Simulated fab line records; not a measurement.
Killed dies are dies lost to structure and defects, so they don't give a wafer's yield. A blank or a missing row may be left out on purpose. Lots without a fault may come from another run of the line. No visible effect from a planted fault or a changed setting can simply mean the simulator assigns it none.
fab line records	flow n5_finfet
[record] lots = 9	wafers = 27	last_day = 17
route steps=1938 shown BEOL_M3@967 BEOL_M4@1111 PASSIVATION@1936
lots that met no fault: from a run of the same line without faults
start_h: hours from the record's opening day to when the first of the lot's shown wafers began	wait_h: how many hours have passed since the lot's step before this one	" same as the row above	L1.1+2: a single row standing in for several wafers	- value missing, or start not given	* or withheld: withheld	< > ~ a bound
route shown NAME@n: NAME is a module with steps in the file, n the number in the route of the first one	usual: the fault-free wafers' mean and standard deviation	same: alike in all rows	chamber/n: place in a boat	sites: per-site readings	_std_site: their standard deviation	_edge_site: outer sites' mean less inner sites'	radius_mm: how far each site lies from the wafer's centre	mask NAME#n: copy n	behind: tool/chamber where the wafer was last shaped	hold: what put the lot on hold/how long, in hours/how the hold closed	device: which transistor (n, p or np) failed to switch	end of line: tests run on the same wafers once the route is complete	a step given without rows: its recipe and nothing more	killed: the dies lost at the first sort to structure and to defects; this is not the yield of the wafer	map: a wafer's dies, x killed, . not, _ none there
set.NAME: setting as actually run; set.NAME@STEP: the setting as run at that earlier step	model.NAME: the simulator's own value behind a step, which no gauge read
one table for each step of the route and one row for each wafer, over a sample of lots
services: when a tool's chamber went out of use (start_h, in hours from the record's first day, below 0 if earlier), for how many hours, and the reason
[[steps]]
[step N5_BEOL_M3_OVL_MEAS_29]
[recipe] points_per_wafer = 522
[usual] V2_OVL = 0.1/0.66
lot.wafer	tool	chamber	start_h	wait_h	V2_OVL[nm]
L265.2	overlay-01	0	153.78	0.0	-0.1
L265.5	"	0	"	"	0.9
L265.6	"	0	"	"	0.3
L273.1	overlay-02	0	203.78	0.0	0.1
L273.4	"	0	"	"	-0.4
L273.6	"	0	"	"	-0.5
L274.1	overlay-01	0	206.59	0.0	1.3
L274.3	"	0	"	"	0.7
L274.4	"	0	"	"	1.4
L279.1	overlay-01	0	256.80	0.0	-0.4
L279.2	"	0	"	"	0.2
L279.4	"	0	"	"	-0.3
L281.2	overlay-01	0	256.99	0.0	-0.3
L281.3	"	0	"	"	-1.0
L281.5	"	0	"	"	-0.5
L284.1	overlay-01	0	270.76	0.0	0.4
L284.3	"	0	"	"	0.0
L284.5	"	0	"	"	-0.2
L285.3	overlay-01	0	277.47	0.0	-0.9
L285.4	"	0	"	"	0.1
L285.5	"	0	"	"	-0.7
L286.3	overlay-02	0	285.41	0.0	-0.4
L286.5	"	0	"	"	0.7
L286.6	"	0	"	"	0.5
L287.1	overlay-01	0	293.17	0.0	0.7
L287.3	"	0	"	"	0.4
L287.5	"	0	"	"	0.9
[step N5_BEOL_M3_ALD_98]
[recipe] material = SiO2	target_thk_a = 25	temp_c = 100	ald_precursor_family = BDEAS	ald_co_reactant = O2-plasma	pulse_time_s = 1	co_reactant_pulse_time_s = 1	purge_time_s = 2	co_reactant_purge_time_s = 2	ald_cycles = 17	pressure_torr = 2
[usual] heater_power_w = 78/4.9	precursor_pulse_height_rel = 0.998/0.019
[same] pulse_time_s = 1
lot.wafer	tool	chamber	start_h	wait_h	heater_power_w	precursor_pulse_height_rel
L265.2	ald_sin-02	1	154.20	0.1	80	1.010
L265.5	"	3	"	"	79	0.989
L265.6	"	2	"	"	80	0.998
L273.1	ald_sin-01	3	204.16	0.2	85	0.996
L273.4	"	3	"	"	87	1.017
L273.6	"	0	"	"	75	0.971
L274.1	ald_sin-02	2	206.82	0.1	77	0.989
L274.3	"	1	"	"	83	1.004
L274.4	"	3	"	"	79	0.980
L279.1	ald_sin-02	1	257.18	0.2	79	1.020
L279.2	"	3	"	"	77	0.986
L279.4	"	0	"	"	80	1.017
L281.2	ald_sin-02	1	257.28	0.1	80	1.010
L281.3	"	3	"	"	80	0.977
L281.5	"	1	"	"	80	1.012
L284.1	ald_sin-01	1	271.59	0.7	69	0.968
L284.3	"	3	"	"	85	0.964
L284.5	"	0	"	"	77	0.980
L285.3	ald_sin-04	1	277.75	0.1	76	1.055
L285.4	"	3	"	"	78	0.983
L285.5	"	1	"	"	76	1.013
L286.3	ald_sin-02	0	285.67	0.1	79	0.981
L286.5	"	0	"	"	79	0.962
L286.6	"	1	"	"	79	1.010
L287.1	ald_sin-01	0	293.77	0.4	74	0.995
L287.3	"	2	"	"	78	1.037
L287.5	"	2	"	"	78	1.000
[step N5_BEOL_M3_ETCHBACK_99]
[recipe] chemistry = CHF3	target = SiO2	target_depth_a = 50	time_s = 10.4	source_w = 215	bias_w = 47	Ar_flow_sccm = 200	CHF3_flow_sccm = 12	ion_energy_ev = 100	pressure_mtorr = 30
[usual] drypump_motor_current_A = 5.9/0.38	oes_product_au = 0.73/0.07	rf_vpp_V = 241/3.4	showerhead_plenum_p_Torr = 2.12/0.081	throttle_valve_pct = 17.20/0.23
lot.wafer	tool	chamber	start_h	wait_h	drypump_motor_current_A	oes_product_au	rf_hours_counter_h	rf_vpp_V	showerhead_plenum_p_Torr	throttle_valve_pct
L265.2	rie_diel-05	2	158.82	4.6	6.2	0.70	221	245	2.04	16.88
L265.5	"	0	"	"	6.4	0.71	-	235	2.02	17.58
L265.6	"	3	"	"	6.2	0.70	-	248	2.23	17.28
L273.1	rie_diel-01	2	211.83	7.6	5.2	0.90	23	243	2.10	16.89
L273.4	"	3	"	"	5.6	0.71	201	240	2.24	17.37
L273.6	"	0	"	"	6.2	0.71	-	241	2.05	17.23
L274.1	rie_diel-05	3	220.76	13.9	6.1	0.68	225	248	2.22	17.34
L274.3	"	2	"	"	6.2	0.69	241	245	2.03	16.89
L274.4	"	0	"	"	6.4	0.95	-	240	2.28	17.15
L279.1	rie_diel-01	1	258.89	1.7	6.1	0.69	235	242	2.12	17.37
L279.2	"	3	"	"	5.6	0.71	214	239	2.24	17.40
L279.4	"	2	"	"	5.2	0.89	35	243	2.10	16.90
L281.2	rie_diel-01	2	264.62	7.3	5.2	0.88	37	242	2.10	16.91
L281.3	"	3	"	"	5.6	0.70	216	239	2.23	17.40
L281.5	"	2	"	"	5.2	0.88	-	244	2.10	16.91
L284.1	rie_diel-01	0	281.75	10.1	6.2	0.69	239	240	2.04	17.27
L284.3	"	1	"	"	6.1	0.68	243	240	2.12	17.37
L284.5	"	1	"	"	6.1	0.68	-	242	2.12	17.38
L285.3	rie_diel-01	0	282.22	4.4	6.2	0.70	240	239	2.04	17.27
L285.4	"	0	"	"	6.2	0.70	-	242	2.04	17.28
L285.5	"	3	"	"	5.6	0.69	-	240	2.23	17.42
L286.3	rie_diel-05	3	285.87	0.2	6.1	0.67	246	247	2.21	17.36
L286.5	"	2	"	"	6.2	0.96	-	249	2.30	16.55
L286.6	"	1	"	"	6.0	0.72	-	239	2.14	17.00
L287.1	rie_diel-01	0	294.00	0.2	6.2	0.69	243	240	2.04	17.28
L287.3	"	3	"	"	5.6	0.69	226	240	2.23	17.43
L287.5	"	2	"	"	5.2	0.87	-	243	2.10	16.93
[step N5_BEOL_M3_STRIP_97]
[recipe] chemistry = N2/H2	time_s = 10	power_w = 450	temp_c = 40	pressure_mtorr = 20	rf_frequency_hz = 6e+07	bias_power_w = 7	n2_flow_sccm = 200	h2_flow_sccm = 200
[usual] bias_power_w = 7.000/0.02	chamber_pressure_mTorr = 19.999/0.018	drypump_motor_current_A = 5.9/0.38	oes_product_au = 0.73/0.066	rf_vpp_V = 59.0/0.89	showerhead_plenum_p_Torr = 2.50/0.095	throttle_valve_pct = 23.7/0.38
lot.wafer	tool	chamber	start_h	wait_h	bias_power_w	chamber_pressure_mTorr	drypump_motor_current_A	oes_product_au	rf_hours_counter_h	rf_vpp_V	showerhead_plenum_p_Torr	throttle_valve_pct
L265.2	rie_diel-05	2	159.13	-	7.003	19.979	6.2	0.69	221	58.3	2.39	22.9
L265.5	"	0	"	"	7.003	20.028	6.4	0.70	-	58.2	2.41	24.3
L265.6	"	3	"	"	6.993	20.020	6.2	0.70	-	59.9	2.64	23.8
L273.1	rie_diel-01	2	212.14	-	7.037	19.986	5.2	0.90	23	58.6	2.48	23.7
L273.4	"	3	"	"	6.961	19.981	5.6	0.70	201	59.4	2.61	23.8
L273.6	"	0	"	"	6.955	19.998	6.2	0.71	-	59.4	2.40	24.1
L274.1	rie_diel-05	3	221.07	-	7.035	19.986	6.2	0.68	225	59.6	2.63	23.8
L274.3	"	2	"	"	7.043	19.968	6.2	0.69	241	58.6	2.39	22.9
L274.4	"	0	"	"	6.985	20.002	6.4	0.96	-	61.7	2.72	24.0
L279.1	rie_diel-01	1	259.21	-	-	-	-	-	-	-	-	-
L279.2	"	3	"	"	-	-	-	-	-	-	-	-
L279.4	"	2	"	"	-	-	-	-	-	-	-	-
L281.2	rie_diel-01	2	264.93	-	-	-	-	-	-	-	-	-
L281.3	"	3	"	"	-	-	-	-	-	-	-	-
L281.5	"	2	"	"	-	-	-	-	-	-	-	-
L284.1	rie_diel-01	0	282.06	-	7.030	19.991	6.2	0.69	240	59.2	2.39	24.1
L284.3	"	1	"	"	6.987	20.019	6.1	0.69	243	58.1	2.49	23.9
L284.5	"	1	"	"	7.004	19.992	6.1	0.69	-	58.8	2.49	23.9
L285.3	rie_diel-01	0	282.53	-	7.021	19.986	6.2	0.70	240	58.1	2.39	24.1
L285.4	"	0	"	"	7.028	20.013	6.2	0.69	-	59.8	2.39	24.1
L285.5	"	3	"	"	7.042	19.984	5.6	0.69	-	59.4	2.61	23.8
L286.3	rie_diel-05	3	286.18	-	6.996	20.007	6.2	0.66	246	59.3	2.62	23.8
L286.5	"	2	"	"	6.992	20.025	6.2	0.97	-	59.6	2.70	22.8
L286.6	"	1	"	"	6.992	19.986	6.0	0.72	-	58.8	2.51	23.3
L287.1	rie_diel-01	0	294.31	-	7.006	19.984	6.2	0.69	244	59.4	2.39	24.1
L287.3	"	3	"	"	6.983	20.002	5.6	0.70	226	59.7	2.60	23.8
L287.5	"	2	"	"	7.022	20.005	5.2	0.86	-	58.8	2.47	23.7
[step N5_BEOL_M4_RC_MEAS_101]
[usual] DIBL_N = 36.0/1.7	DIBL_P = 35.8/2	IOFF_N = 0.15/0.03	IOFF_P = 0.20/0.037	ION_N = 670/12	ION_P = 460/7.2	SS_N = 71.5/0.68	SS_P = 73.2/0.65	VT_N = 250/3.1	VT_P = -251/3.4
lot.wafer	tool	chamber	start_h	wait_h	DIBL_N[mV/V]	DIBL_P[mV/V]	IOFF_N[nA/um]	IOFF_P[nA/um]	ION_N[uA/um]	ION_P[uA/um]	SS_N[mV/dec]	SS_P[mV/dec]	VT_N[mV]	VT_P[mV]
L265.2	prober-01	0	175.62	0.2	36.4	35.4	0.16	0.20	664	456	71.6	73.0	250	-251
L265.5	"	0	"	"	34.2	31.6	0.11	0.16	655	455	70.5	72.0	256	-256
L265.6	"	0	"	"	34.7	32.5	0.13	0.16	662	454	71.2	72.5	253	-257
L273.1	prober-02	0	231.14	0.0	36.1	34.8	0.18	0.23	668	458	71.5	73.4	247	-249
L273.4	"	0	"	"	35.6	35.0	0.16	0.23	691	471	71.1	73.6	248	-247
L273.6	"	0	"	"	36.9	34.9	0.18	0.23	671	458	72.4	73.5	250	-247
L274.1	prober-01	0	237.50	0.0	37.7	38.1	0.19	0.27	687	477	71.5	73.5	248	-244
L274.3	"	0	"	"	36.0	35.1	0.15	0.21	656	455	71.8	72.4	249	-249
L274.4	"	0	"	"	34.8	33.7	0.13	0.18	678	462	71.3	73.1	251	-249
L279.1	prober-01	0	281.65	0.0	35.4	35.2	0.14	0.20	676	469	71.5	73.1	252	-249
L279.2	"	0	"	"	35.4	36.6	0.16	0.23	674	466	71.5	73.0	249	-247
L279.4	"	0	"	"	34.2	32.8	0.12	0.17	670	457	71.4	72.7	251	-252
L281.2	prober-02	0	282.10	0.2	34.7	33.5	0.13	0.19	671	460	71.4	72.2	252	-249
L281.3	"	0	"	"	36.5	35.0	0.15	0.22	647	448	72.0	72.6	251	-247
L281.5	"	0	"	"	36.4	35.7	0.15	0.22	658	456	71.8	72.8	251	-247
L285.3	prober-01	0	298.28	0.3	37.4	37.8	0.17	0.21	682	463	72.0	74.5	251	-251
L285.4	"	0	"	"	35.4	36.2	0.14	0.18	659	457	71.1	73.8	254	-253
L285.5	"	0	"	"	34.9	35.6	0.13	0.17	657	461	71.0	73.4	253	-256
L284.1	prober-02	0	299.09	0.0	34.7	33.9	0.13	0.18	664	454	70.7	73.4	252	-249
L284.3	"	0	"	"	37.6	37.7	0.17	0.24	684	467	71.3	73.3	249	-249
L284.5	"	0	"	"	34.3	33.2	0.12	0.17	653	452	70.4	72.3	250	-254
L286.3	prober-02	0	305.41	0.3	34.7	33.1	0.14	0.17	671	462	71.1	72.5	248	-253
L286.5	"	0	"	"	35.7	35.3	0.15	0.20	684	465	70.8	73.3	247	-252
L286.6	"	0	"	"	37.3	35.7	0.17	0.21	665	457	71.3	72.6	248	-250
L287.1	prober-02	0	317.11	0.0	36.1	37.4	0.16	0.21	685	467	71.8	73.0	251	-252
L287.3	"	0	"	"	32.9	33.9	0.12	0.17	672	457	70.4	72.3	252	-252
L287.5	"	0	"	"	36.1	37.3	0.16	0.20	681	460	71.1	73.9	249	-253
[step N5_PASSIVATION_PROBE_49]
[usual] defect_limited_yield = 91.4/1.5	killed_at_M0_to_M3 = 32/9.8	killed_at_M4_up = 15/5.6	killed_at_contacts = 12/5.4	killed_at_front_end = 40/13	killed_at_other = 3.0/2.1	killed_dies = 102/17	killed_open = 67/13	killed_short = 32/7.1	sort_bin_5_function = 5.1/0.96	sort_bin_6_memory = 3.2/0.7	sort_n_pass = 1078/18	sort_yield_pct = 91.3/1.5
[same] gross_dies = 1180	killed_at_back_side = 0	sort_bin_4_leakage[%] = 0	sort_bin_8_speed[%] = 0
lot.wafer	tool	chamber	start_h	wait_h	defect_limited_yield[%]	killed_at_M0_to_M3	killed_at_M4_up	killed_at_contacts	killed_at_front_end	killed_at_other	killed_dies	killed_open	killed_short	sort_bin_5_function[%]	sort_bin_6_memory[%]	sort_n_pass	sort_yield_pct[%]
L265.2	prober-02	-	289.50	0.1	91.0	47	15	10	32	2	106	69	35	5.4	3.3	1074	91.0
L265.5	prober-02	-	289.65	0.2	90.5	26	24	10	47	5	112	82	28	6.4	3.1	1068	90.5
L265.6	prober-02	-	289.70	0.3	89.5	48	21	12	43	0	124	92	31	5.8	4.5	1056	89.5
L273.1	prober-01	-	331.80	0.0	91.1	26	25	10	42	2	105	74	31	4.2	4.3	1075	91.1
L273.4	prober-01	-	331.95	0.2	89.8	21	16	15	62	6	120	79	36	5.4	4.0	1060	89.8
L273.6	prober-01	-	332.05	0.3	90.8	23	23	5	49	8	108	75	30	5.3	3.5	1072	90.8
L274.1	prober-01	-	347.44	0.0	92.5	30	19	11	29	0	89	60	26	5.2	2.2	1091	92.5
L274.3	prober-01	-	347.54	0.1	89.3	58	17	20	28	3	126	72	49	6.4	3.5	1054	89.3
L274.4	prober-01	-	347.59	0.2	90.2	50	16	11	35	4	116	76	36	5.8	3.8	1064	90.2
L279.1	prober-02	-	384.38	0.0	84.4	110	18	16	38	2	184	134	50	10.2	4.7	996	84.4
L279.2	prober-02	-	384.43	0.1	84.0	111	7	18	50	3	189	131	47	9.0	5.7	991	84.0
L279.4	prober-02	-	384.53	0.2	84.7	120	17	14	27	2	180	137	42	8.6	6.2	1000	84.7
L281.2	prober-02	-	393.88	0.1	88.0	91	8	3	37	3	142	94	48	7.2	4.5	1038	88.0
L281.3	prober-02	-	393.93	0.1	86.9	100	11	19	25	0	155	121	33	7.5	5.7	1025	86.9
L281.5	prober-02	-	394.03	0.2	86.1	117	11	17	18	1	164	108	53	8.3	5.3	1016	86.1
L284.1	prober-01	-	404.01	0.0	90.1	35	19	15	46	2	117	72	43	6.6	3.1	1063	90.1
L284.3	prober-01	-	404.11	0.1	90.6	35	16	19	36	5	111	74	37	6.4	3.0	1069	90.6
L284.5	prober-01	-	404.21	0.2	91.8	36	11	21	24	5	97	49	46	4.0	4.0	1083	91.8
L285.3	prober-02	-	408.93	0.1	93.4	29	9	5	29	6	78	43	33	3.8	2.4	1102	93.4
L285.4	prober-02	-	408.98	0.2	91.3	44	8	10	30	11	103	62	40	5.0	3.5	1077	91.3
L285.5	prober-02	-	409.03	0.2	88.5	49	16	14	56	1	136	80	50	6.9	3.6	1044	88.5
L286.3	prober-01	-	413.68	0.1	92.6	32	13	16	24	2	87	54	32	4.2	2.9	1093	92.6
L286.5	prober-01	-	413.78	0.2	92.4	19	9	20	40	2	90	69	20	4.1	3.6	1090	92.4
L286.6	prober-01	-	413.83	0.3	91.6	33	8	13	43	2	99	63	36	4.9	3.1	1081	91.6
L287.1	prober-02	-	418.77	0.0	89.8	44	10	7	54	5	120	78	40	5.8	3.9	1060	89.8
L287.3	prober-02	-	418.87	0.1	91.6	39	12	3	41	4	99	60	36	5.3	2.6	1081	91.6
L287.5	prober-02	-	418.97	0.2	90.7	45	20	5	35	5	110	77	30	5.8	3.1	1070	90.7
// killed by level:class
L265.2 BEOL_M0_SAQP:geometric_particle:open=15 STI_FIN_REVEAL:geometric_particle:open=13 BEOL_M0_SAQP:geometric_particle:short=13 BEOL_M3:geometric_particle:open=8 MOL_CONTACT_COAG:geometric_particle:open=7 BEOL_M2:geometric_particle:open=6 FIN_SAQP:geometric_particle:short=4 DUMMY_GATE:geometric_particle:open=4
L265.5 STI_FIN_REVEAL:geometric_particle:open=15 FIN_SAQP:geometric_particle:open=13 BEOL_M0_SAQP:geometric_particle:short=7 MOL_CONTACT_COAG:geometric_particle:open=7 BEOL_M1:geometric_particle:open=6 BEOL_M4:geometric_particle:open=6 FIN_SAQP:geometric_particle:short=4 DUMMY_GATE:geometric_particle:open=4
L265.6 BEOL_M2:geometric_particle:open=16 STI_FIN_REVEAL:geometric_particle:open=15 BEOL_M0_SAQP:geometric_particle:open=13 BEOL_M4:geometric_particle:open=11 MOL_CONTACT_COAG:geometric_particle:open=9 FIN_SAQP:geometric_particle:short=7 GATE_CUT:geometric_particle:open=6 BEOL_M0_SAQP:geometric_particle:short=6
L273.1 BEOL_M4:geometric_particle:open=12 FIN_SAQP:geometric_particle:open=9 STI_FIN_REVEAL:geometric_particle:open=9 FIN_SAQP:geometric_particle:short=6 MOL_CONTACT_COAG:geometric_particle:open=6 BEOL_M2:geometric_particle:open=5 MOL_CONTACT_COAG:geometric_particle:short=4 BEOL_M0_SAQP:geometric_particle:open=4
L273.4 STI_FIN_REVEAL:geometric_particle:open=20 MOL_CONTACT_COAG:geometric_particle:open=13 BEOL_M0_SAQP:geometric_particle:open=8 FIN_SAQP:geometric_particle:open=7 FIN_SAQP:geometric_particle:short=6 GATE_CUT:geometric_particle:short=6 GATE_CUT:geometric_particle:open=5 HKMG_FIN:area_etch=5
L273.6 STI_FIN_REVEAL:geometric_particle:open=10 BEOL_M4:geometric_particle:open=9 FIN_SAQP:geometric_particle:open=8 FIN_SAQP:geometric_particle:short=7 BEOL_M0_SAQP:geometric_particle:open=7 GATE_CUT:geometric_particle:open=6 MOL_CONTACT_COAG:geometric_particle:open=5 BEOL_M7:geometric_particle:open=5
L274.1 BEOL_M1:geometric_particle:open=9 MOL_CONTACT_COAG:geometric_particle:open=8 BEOL_M0_SAQP:geometric_particle:open=6 STARTING-WAFER:geometric_particle:short=6 DUMMY_GATE:geometric_particle:open=5 BEOL_M4:geometric_particle:open=5 BEOL_M6:geometric_particle:open=5 BEOL_M2:geometric_particle:open=4
L274.3 MOL_CONTACT_COAG:geometric_particle:open=16 BEOL_M0_SAQP:geometric_particle:short=13 BEOL_M3:geometric_particle:open=11 BEOL_M1:geometric_particle:short=8 BEOL_M1:geometric_particle:open=8 FIN_SAQP:geometric_particle:short=7 STI_FIN_REVEAL:geometric_particle:open=7 BEOL_M4:geometric_particle:open=7
L274.4 FIN_SAQP:geometric_particle:short=9 MOL_CONTACT_COAG:geometric_particle:open=9 BEOL_M1:geometric_particle:open=9 FIN_SAQP:geometric_particle:open=8 BEOL_M2:geometric_particle:open=8 BEOL_M3:geometric_particle:open=8 BEOL_M0_SAQP:geometric_particle:open=7 BEOL_M0_SAQP:geometric_particle:short=6
L279.1 BEOL_M3:geometric_particle:open=68 BEOL_M3:geometric_particle:short=14 MOL_CONTACT_COAG:geometric_particle:open=13 BEOL_M4:geometric_particle:open=11 BEOL_M0_SAQP:geometric_particle:short=8 STI_FIN_REVEAL:geometric_particle:open=7 BEOL_M2:geometric_particle:open=7 BEOL_M0:geometric_particle:open=6
L279.2 BEOL_M3:geometric_particle:open=61 BEOL_M3:geometric_particle:short=22 MOL_CONTACT_COAG:geometric_particle:open=16 BEOL_M2:geometric_particle:open=11 STI_FIN_REVEAL:geometric_particle:open=10 DUMMY_GATE:geometric_particle:open=10 HKMG_FIN:area_etch=9 BEOL_M1:geometric_particle:open=8
L279.4 BEOL_M3:geometric_particle:open=69 BEOL_M3:geometric_particle:short=21 STI_FIN_REVEAL:geometric_particle:open=13 MOL_CONTACT_COAG:geometric_particle:open=10 BEOL_M1:geometric_particle:open=7 BEOL_M0_SAQP:geometric_particle:open=7 BEOL_M2:geometric_particle:open=6 BEOL_M0:geometric_particle:open=5
L281.2 BEOL_M3:geometric_particle:open=52 BEOL_M3:geometric_particle:short=20 FIN_SAQP:geometric_particle:short=6 BEOL_M2:geometric_particle:open=5 STI_FIN_REVEAL:geometric_particle:open=4 DUMMY_GATE:geometric_particle:open=4 ILD0:geometric_particle:short=4 GATE_CUT:geometric_particle:short=4
L281.3 BEOL_M3:geometric_particle:open=69 MOL_CONTACT_COAG:geometric_particle:open=15 BEOL_M3:geometric_particle:short=12 FIN_SAQP:geometric_particle:open=7 BEOL_M2:geometric_particle:open=6 STI_FIN_REVEAL:geometric_particle:open=5 BEOL_M0_SAQP:geometric_particle:open=5 MOL_CONTACT_COAG:geometric_particle:short=4
L281.5 BEOL_M3:geometric_particle:open=67 BEOL_M3:geometric_particle:short=24 MOL_CONTACT_COAG:geometric_particle:open=10 BEOL_M2:geometric_particle:open=9 MOL_CONTACT_COAG:geometric_particle:short=7 BEOL_M1:geometric_particle:open=6 BEOL_M0:geometric_particle:open=4 BEOL_M1:geometric_particle:short=4
L284.1 FIN_SAQP:geometric_particle:short=11 BEOL_M0_SAQP:geometric_particle:open=11 BEOL_M4:geometric_particle:open=10 MOL_CONTACT_COAG:geometric_particle:open=10 STI_FIN_REVEAL:geometric_particle:open=9 BEOL_M0_SAQP:geometric_particle:short=9 FIN_SAQP:geometric_particle:open=6 MOL_CONTACT_COAG:geometric_particle:short=5
L284.3 MOL_CONTACT_COAG:geometric_particle:open=15 BEOL_M0_SAQP:geometric_particle:open=15 FIN_SAQP:geometric_particle:short=10 FIN_SAQP:geometric_particle:open=8 BEOL_M4:geometric_particle:open=7 BEOL_M0_SAQP:geometric_particle:short=5 BEOL_M2:geometric_particle:open=5 STI_FIN_REVEAL:geometric_particle:open=4
L284.5 MOL_CONTACT_COAG:geometric_particle:short=12 BEOL_M0_SAQP:geometric_particle:short=11 BEOL_M0_SAQP:geometric_particle:open=10 MOL_CONTACT_COAG:geometric_particle:open=9 FIN_SAQP:geometric_particle:short=8 BEOL_M3:geometric_particle:open=5 FIN_SAQP:geometric_particle:open=4 GATE_CUT:geometric_particle:short=4
L285.3 BEOL_M3:geometric_particle:open=7 GATE_CUT:geometric_particle:short=6 BEOL_M0_SAQP:geometric_particle:short=6 BEOL_M0_SAQP:geometric_particle:open=6 FIN_SAQP:geometric_particle:short=5 STI_FIN_REVEAL:geometric_particle:open=5 MOL_CONTACT_COAG:geometric_particle:open=5 BEOL_M2:geometric_particle:open=5
L285.4 BEOL_M3:geometric_particle:open=11 BEOL_M0_SAQP:geometric_particle:open=8 MOL_CONTACT_COAG:geometric_particle:open=7 BEOL_M0_SAQP:geometric_particle:short=7 FIN_SAQP:geometric_particle:open=6 FIN_SAQP:geometric_particle:short=6 BEOL_M2:geometric_particle:open=6 BEOL_M0:geometric_particle:open=4
L285.5 BEOL_M3:geometric_particle:open=15 MOL_CONTACT_COAG:geometric_particle:open=12 BEOL_M0_SAQP:geometric_particle:short=11 STI_FIN_REVEAL:geometric_particle:open=10 FIN_SAQP:geometric_particle:open=9 BEOL_M0_SAQP:geometric_particle:open=7 FIN_SAQP:geometric_particle:short=6 GATE_CUT:geometric_particle:short=6
L286.3 BEOL_M0_SAQP:geometric_particle:short=12 MOL_CONTACT_COAG:geometric_particle:open=10 BEOL_M0_SAQP:geometric_particle:open=9 MOL_CONTACT_COAG:geometric_particle:short=6 GATE_CUT:geometric_particle:short=5 BEOL_M3:geometric_particle:open=4 BEOL_M4:geometric_particle:open=4 DUMMY_GATE:geometric_particle:open=3
L286.5 STI_FIN_REVEAL:geometric_particle:open=18 MOL_CONTACT_COAG:geometric_particle:open=18 BEOL_M0_SAQP:geometric_particle:open=7 BEOL_M0_SAQP:geometric_particle:short=5 FIN_SAQP:geometric_particle:open=4 BEOL_M1:geometric_particle:open=4 FIN_SAQP:geometric_particle:short=3 DUMMY_GATE:geometric_particle:open=3
L286.6 BEOL_M0_SAQP:geometric_particle:open=15 BEOL_M0_SAQP:geometric_particle:short=13 FIN_SAQP:geometric_particle:open=9 FIN_SAQP:geometric_particle:short=8 MOL_CONTACT_COAG:geometric_particle:open=8 DUMMY_GATE:geometric_particle:open=7 STI_FIN_REVEAL:geometric_particle:open=5 MOL_CONTACT_COAG:geometric_particle:short=5
L287.1 STI_FIN_REVEAL:geometric_particle:open=22 BEOL_M1:geometric_particle:open=12 BEOL_M2:geometric_particle:open=11 BEOL_M0_SAQP:geometric_particle:open=7 FIN_SAQP:geometric_particle:short=6 GATE_CUT:geometric_particle:short=5 MOL_CONTACT_COAG:geometric_particle:open=5 BEOL_M0_SAQP:geometric_particle:short=5
L287.3 STI_FIN_REVEAL:geometric_particle:open=12 BEOL_M0_SAQP:geometric_particle:open=11 GATE_CUT:geometric_particle:short=8 BEOL_M3:geometric_particle:open=8 BEOL_M1:geometric_particle:short=6 FIN_SAQP:geometric_particle:short=5 BEOL_M7:geometric_particle:open=5 DUMMY_GATE:geometric_particle:open=4
L287.5 STI_FIN_REVEAL:geometric_particle:open=14 BEOL_M1:geometric_particle:open=8 BEOL_M4:geometric_particle:open=8 BEOL_M3:geometric_particle:open=7 BEOL_M0_SAQP:geometric_particle:short=7 BEOL_M2:geometric_particle:open=7 FIN_SAQP:geometric_particle:open=6 BEOL_M0_SAQP:geometric_particle:open=6
[[services]]
tool	chamber	start_h	hours	kind
ald_sin-04	-	176.97	14.0	pm
ald_sin-01	2	178.59	52.7	repair
rie_diel-05	0	192.88	-	clean
rie_diel-05	0	192.88	-	consumable_replace:focus_ring
rie_diel-05	0	192.88	-	consumable_replace:showerhead
rie_diel-05	0	192.88	15.2	scheduled_down
rie_diel-05	0	192.88	15.2	vent_cycle
rie_diel-05	1	197.55	24.1	repair
ald_sin-04	3	218.88	6.2	repair
rie_diel-05	1	244.64	5.5	repair
rie_diel-01	0	249.43	3.8	repair
rie_diel-05	2	250.16	-	clean
rie_diel-05	2	250.16	-	consumable_replace:focus_ring
rie_diel-05	2	250.16	-	consumable_replace:showerhead
rie_diel-05	2	250.16	21.8	scheduled_down
rie_diel-05	2	250.16	21.8	vent_cycle
ald_sin-02	-	265.39	6.1	pm
rie_diel-01	2	265.90	16.8	repair
ald_sin-02	-	271.50	14.0	pm
ald_sin-02	0	271.50	14.0	vent_cycle
ald_sin-02	1	271.50	14.0	vent_cycle
ald_sin-02	2	271.50	14.0	vent_cycle
ald_sin-02	3	271.50	14.0	vent_cycle
ald_sin-02	0	285.50	-	clean
[[key]]
[first_sign] step = N5_BEOL_M3_STRIP_97	reading = tool_record	direction = missing
[effect] step = N5_PASSIVATION_PROBE_49	reading = killed_at_M0_to_M3	direction = up	sigmas = 7.7	usual = 32	struck = 108
[more_kills_born_at] N5_BEOL_M3_STRIP_97@rie_diel-01 = 445
met_at N5_BEOL_M3_STRIP_97
struck_lots L279,L281
not_acting_at N5_BEOL_M3_OVL_MEAS_29,N5_BEOL_M3_ALD_98,N5_BEOL_M3_ETCHBACK_99
onset_between 212.14 259.21
[fault] kind = skipped_step_whole	tool = rie_diel-01	chamber = -	onset_h = 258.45	steps = N5_BEOL_M3_STRIP_97	scope = struck_lots_only
